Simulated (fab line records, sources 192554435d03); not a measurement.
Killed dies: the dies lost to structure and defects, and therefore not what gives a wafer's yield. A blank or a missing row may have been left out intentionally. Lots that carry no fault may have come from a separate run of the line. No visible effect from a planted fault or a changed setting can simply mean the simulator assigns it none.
Split-lot experiment / flow n5 finfet / route with 1938 steps; 7 lots, 21 wafers read

SPLIT DETAILS
At N5_MIM_TOP_SPUTTER_03 (material TiN, target thk 35 nm, time 89.7 s), the setting time s was moved away from the recipe's 89.7 s on 6 of the 21 wafers read, by -14.6% to +10.8%. This setting was run at the recipe's value on the other wafers.

Reading taken at the split's own step.

THE READING
TiN_of_MIM_TOP_SPUTTER_03.thk nm (the simulator's own value, which no gauge read), in nm, at N5_MIM_TOP_SPUTTER_03 (material TiN, target thk 35 nm, time 89.7 s). There is no usual value for it anywhere in the file. Here, 15 wafers ran the recipe; their average is 34.9 nm with a standard deviation of 0.44 nm.

wafer=L075.2; tool, chamber at the split=pvd sputter-01, -; time s as run, s=84.09; against the recipe=-6.3%; TiN_of_MIM_TOP_SPUTTER_03.thk nm, nm=32.6; against lot-mates on the recipe=-2.5
wafer=L075.5; tool, chamber at the split=pvd sputter-01, -; time s as run, s=89.7; against the recipe=recipe; TiN_of_MIM_TOP_SPUTTER_03.thk nm, nm=35; against lot-mates on the recipe=-
wafer=L075.6; tool, chamber at the split=pvd sputter-01, -; time s as run, s=89.7; against the recipe=recipe; TiN_of_MIM_TOP_SPUTTER_03.thk nm, nm=35.2; against lot-mates on the recipe=-
wafer=L081.2; tool, chamber at the split=pvd sputter-03, -; time s as run, s=89.7; against the recipe=recipe; TiN_of_MIM_TOP_SPUTTER_03.thk nm, nm=34.2; against lot-mates on the recipe=-
wafer=L081.3; tool, chamber at the split=pvd sputter-03, -; time s as run, s=97.69; against the recipe=+8.9%; TiN_of_MIM_TOP_SPUTTER_03.thk nm, nm=38.2; against lot-mates on the recipe=+3.8
wafer=L081.6; tool, chamber at the split=pvd sputter-03, -; time s as run, s=89.7; against the recipe=recipe; TiN_of_MIM_TOP_SPUTTER_03.thk nm, nm=34.6; against lot-mates on the recipe=-
wafer=L083.1; tool, chamber at the split=pvd sputter-02, -; time s as run, s=89.7; against the recipe=recipe; TiN_of_MIM_TOP_SPUTTER_03.thk nm, nm=34.6; against lot-mates on the recipe=-
wafer=L083.4; tool, chamber at the split=pvd sputter-02, -; time s as run, s=93.54; against the recipe=+4.3%; TiN_of_MIM_TOP_SPUTTER_03.thk nm, nm=35.8; against lot-mates on the recipe=+1.2
wafer=L083.5; tool, chamber at the split=pvd sputter-02, -; time s as run, s=93.54; against the recipe=+4.3%; TiN_of_MIM_TOP_SPUTTER_03.thk nm, nm=36; against lot-mates on the recipe=+1.4
wafer=L085.2; tool, chamber at the split=pvd sputter-01, -; time s as run, s=89.7; against the recipe=recipe; TiN_of_MIM_TOP_SPUTTER_03.thk nm, nm=34.4; against lot-mates on the recipe=-
wafer=L085.5; tool, chamber at the split=pvd sputter-01, -; time s as run, s=89.7; against the recipe=recipe; TiN_of_MIM_TOP_SPUTTER_03.thk nm, nm=34.8; against lot-mates on the recipe=-
wafer=L085.6; tool, chamber at the split=pvd sputter-01, -; time s as run, s=89.7; against the recipe=recipe; TiN_of_MIM_TOP_SPUTTER_03.thk nm, nm=34.6; against lot-mates on the recipe=-
wafer=L087.3; tool, chamber at the split=pvd sputter-01, -; time s as run, s=89.7; against the recipe=recipe; TiN_of_MIM_TOP_SPUTTER_03.thk nm, nm=34.8; against lot-mates on the recipe=-
wafer=L087.6; tool, chamber at the split=pvd sputter-01, -; time s as run, s=89.7; against the recipe=recipe; TiN_of_MIM_TOP_SPUTTER_03.thk nm, nm=34.8; against lot-mates on the recipe=-
wafer=L087.5; tool, chamber at the split=pvd sputter-01, -; time s as run, s=89.7; against the recipe=recipe; TiN_of_MIM_TOP_SPUTTER_03.thk nm, nm=34.6; against lot-mates on the recipe=-
wafer=L094.3; tool, chamber at the split=pvd sputter-03, -; time s as run, s=89.7; against the recipe=recipe; TiN_of_MIM_TOP_SPUTTER_03.thk nm, nm=35.8; against lot-mates on the recipe=-
wafer=L094.5; tool, chamber at the split=pvd sputter-03, -; time s as run, s=89.7; against the recipe=recipe; TiN_of_MIM_TOP_SPUTTER_03.thk nm, nm=35.4; against lot-mates on the recipe=-
wafer=L094.6; tool, chamber at the split=pvd sputter-03, -; time s as run, s=76.58; against the recipe=-14.6%; TiN_of_MIM_TOP_SPUTTER_03.thk nm, nm=30.6; against lot-mates on the recipe=-5.0
wafer=L095.1; tool, chamber at the split=pvd sputter-03, -; time s as run, s=99.35; against the recipe=+10.8%; TiN_of_MIM_TOP_SPUTTER_03.thk nm, nm=38.8; against lot-mates on the recipe=+3.4
wafer=L095.4; tool, chamber at the split=pvd sputter-03, -; time s as run, s=89.7; against the recipe=recipe; TiN_of_MIM_TOP_SPUTTER_03.thk nm, nm=35.6; against lot-mates on the recipe=-
wafer=L095.5; tool, chamber at the split=pvd sputter-03, -; time s as run, s=89.7; against the recipe=recipe; TiN_of_MIM_TOP_SPUTTER_03.thk nm, nm=35.2; against lot-mates on the recipe=-

THE FIT
A straight line over all 21 wafers: TiN_of_MIM_TOP_SPUTTER_03.thk nm changes by +0.324 nm for each +1% of time s; r = +0.96; the points scatter about the line by 0.45 nm.
The same after taking each lot's own level away (the mean of its wafers on the recipe; 21 wafers): +0.352 nm for each +1%; r = +0.99; scatter 0.25 nm.
Per that fit: largest time s move, reading shift of 5.1 nm.
The lots' own levels span 34.40 to 35.60 nm, that is 2.7 times the standard deviation above.
The two slopes are in agreement: the lot-to-lot level therefore moves the slope only a little.
Check: -5.32 nm against its lot-mates is what the line predicts for one of the wafers moved furthest among these (-14.6%) when that wafer is left out of the fit. It came out at -5 nm against them.

ADDITIONAL SPLITS CARRIED BY THESE WAFERS
These wafers also went through other splits before the reading. Each is held against what the fit with the lots' levels taken away leaves over:
other split on the same wafers=N5_BEOL_M12_EXPOSE_07 dose mj; wafers away from the commonest value=7; r with TiN_of_MIM_TOP_SPUTTER_03.thk nm (lot level and that fit taken away)=+0.16
other split on the same wafers=N5_BEOL_M14_TRENCH_ETCH_34 bias w; wafers away from the commonest value=8; r with TiN_of_MIM_TOP_SPUTTER_03.thk nm (lot level and that fit taken away)=+0.30
other split on the same wafers=N5_BEOL_M14_SPUTTER_43 time s; wafers away from the commonest value=10; r with TiN_of_MIM_TOP_SPUTTER_03.thk nm (lot level and that fit taken away)=-0.26
other split on the same wafers=N5_BEOL_M14_DEP_53 time s; wafers away from the commonest value=8; r with TiN_of_MIM_TOP_SPUTTER_03.thk nm (lot level and that fit taken away)=-0.08

FILE'S OWN FIT
TiN_of_MIM_TOP_SPUTTER_03.thk nm changes by +0.353 nm for each +1% of time s, r = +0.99.
